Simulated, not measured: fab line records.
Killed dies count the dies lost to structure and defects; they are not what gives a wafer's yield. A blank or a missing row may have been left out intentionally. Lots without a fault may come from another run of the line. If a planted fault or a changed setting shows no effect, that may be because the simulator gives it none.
Split-lot experiment + flow n5Finfet + 39 wafers read from 7 lots, route of 1938 steps

== ABOUT THE SPLIT ==
At N5_HKMG_FIN_ETCH_35 (etches SOC in N2/H2, target depth 215.8 nm, time 243.4 s), the setting biasW was moved away from the recipe's 5 W on 18 of the 39 wafers read, by -14.4% to +16.2%. This setting was run at the recipe's value on the other wafers.

The reading is taken at the split's own step.

== THE READING ==
rfVppV, in V, at N5_HKMG_FIN_ETCH_35 (etches SOC in N2/H2, target depth 215.8 nm, time 243.4 s). Typical for fault-free wafers on this fab line: 141.5 V, with standard deviation 0.97 V.

| wafer  | tool, chamber at the split | biasW as run, W | against the recipe | rfVppV, V | against lot-mates on the recipe |
|--------|----------------------------|-----------------|--------------------|-----------|---------------------------------|
| L075.1 | rieDiel-01, 1              | 5               | recipe             | 142.5     | -                               |
| L075.2 | rieDiel-01, 2              | 4.282           | -14.4%             | 128.5     | -13.9                           |
| L075.3 | rieDiel-01, 3              | 4.282           | -14.4%             | 128.5     | -13.9                           |
| L075.4 | rieDiel-01, 3              | 5               | recipe             | 141.3     | -                               |
| L075.5 | rieDiel-01, 1              | 4.282           | -14.4%             | 127.9     | -14.5                           |
| L075.6 | rieDiel-01, 2              | 5               | recipe             | 143.5     | -                               |
| L077.1 | rieDiel-01, 2              | 5.377           | +7.5%              | 146.6     | +5.1                            |
| L077.2 | rieDiel-01, 3              | 5               | recipe             | 141.5     | -                               |
| L077.3 | rieDiel-01, 1              | 5               | recipe             | 141.5     | -                               |
| L077.4 | rieDiel-01, 2              | 5               | recipe             | 141.6     | -                               |
| L077.5 | rieDiel-01, 1              | 5.377           | +7.5%              | 148.5     | +7.0                            |
| L077.6 | rieDiel-01, 3              | 5.377           | +7.5%              | 149.5     | +8.0                            |
| L080.1 | rieDiel-04, 0              | 5               | recipe             | 140.7     | -                               |
| L080.2 | rieDiel-04, 1              | 4.619           | -7.6%              | 133.4     | -7.7                            |
| L080.3 | rieDiel-04, 3              | 5               | recipe             | 141.1     | -                               |
| L080.4 | rieDiel-04, 2              | 5               | recipe             | 141.5     | -                               |
| L080.5 | rieDiel-04, 0              | 4.619           | -7.6%              | 133.3     | -7.8                            |
| L080.6 | rieDiel-04, 3              | 4.619           | -7.6%              | 133.7     | -7.4                            |
| L083.1 | rieDiel-06, 0              | 5               | recipe             | 140.0     | -                               |
| L083.4 | rieDiel-06, 3              | 5               | recipe             | 141.1     | -                               |
| L083.5 | rieDiel-06, 0              | 5               | recipe             | 139.9     | -                               |
| L085.1 | rieDiel-01, 0              | 4.547           | -9.1%              | 133.1     | -8.5                            |
| L085.2 | rieDiel-01, 3              | 5               | recipe             | 141.5     | -                               |
| L085.3 | rieDiel-01, 1              | 5               | recipe             | 143.1     | -                               |
| L085.4 | rieDiel-01, 0              | 4.547           | -9.1%              | 135.0     | -6.6                            |
| L085.5 | rieDiel-01, 1              | 5               | recipe             | 140.2     | -                               |
| L085.6 | rieDiel-01, 3              | 4.547           | -9.1%              | 132.8     | -8.8                            |
| L086.1 | rieDiel-06, 0              | 4.705           | -5.9%              | 135.5     | -5.5                            |
| L086.2 | rieDiel-06, 2              | 5               | recipe             | 141.4     | -                               |
| L086.3 | rieDiel-06, 3              | 5               | recipe             | 140.2     | -                               |
| L086.4 | rieDiel-06, 1              | 5               | recipe             | 141.4     | -                               |
| L086.5 | rieDiel-06, 1              | 4.705           | -5.9%              | 137.1     | -3.9                            |
| L086.6 | rieDiel-06, 2              | 4.705           | -5.9%              | 137.8     | -3.2                            |
| L091.1 | rieDiel-01, 0              | 5.808           | +16.2%             | 158.6     | +17.3                           |
| L091.2 | rieDiel-01, 3              | 5.808           | +16.2%             | 156.9     | +15.6                           |
| L091.3 | rieDiel-01, 1              | 5               | recipe             | 140.3     | -                               |
| L091.4 | rieDiel-01, 2              | 5.808           | +16.2%             | 158.0     | +16.7                           |
| L091.5 | rieDiel-01, 2              | 5               | recipe             | 142.2     | -                               |
| L091.6 | rieDiel-01, 3              | 5               | recipe             | 141.4     | -                               |

THE FIT
A straight line over all 39 wafers: rfVppV changes by +0.951 V for each +1% of biasW; r = +0.99; the points scatter about the line by 1 V.
The same after taking each lot's own level away (the mean of its wafers on the recipe; 39 wafers): +0.969 V for each +1%; r = +0.99; scatter 0.96 V.
The reading moves by 16 V for the largest change in biasW, on that fit.
Across the lots, their own levels run from 140.33 to 142.43 V, a range of 2.2 times the standard deviation given above.
The two slopes are in agreement: the lot-to-lot level therefore moves the slope only a little.
Check: with one of the wafers moved furthest among these (+16.2%) left out of the fit, the line predicts +15.5 V for it against its lot-mates. It came out at +17.3 V against them.
Tool readings at the split's step, against how far the setting was moved: rfVppV r = +0.99.

== THESE WAFERS: OTHER SPLITS ==
These wafers also went through other splits before the reading. Each is held against what the fit with the lots' levels taken away leaves over:
| other split on the same wafers        | wafers away from the commonest value | r with rfVppV (lot level and that fit taken away) |
|---------------------------------------|--------------------------------------|---------------------------------------------------|
| N5_DUMMY_GATE_ETCH_31 targetDepthA    | 15                                   | +0.02                                             |
| N5_DUMMY_GATE_ETCH_32 timeS           | 18                                   | +0.02                                             |
| N5_SPACER0_ALD_08 targetThkA          | 18                                   | -0.13                                             |
| N5_SD_EPI_N_ETCH_45 targetDepthA      | 18                                   | +0.13                                             |
| N5_SD_EPI_P_SD_RECESS_17 targetDepthA | 12                                   | +0.16                                             |

== THE FILE'S OWN FIT ==
rfVppV changes by +0.965 V for each +1% of biasW, r = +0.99.
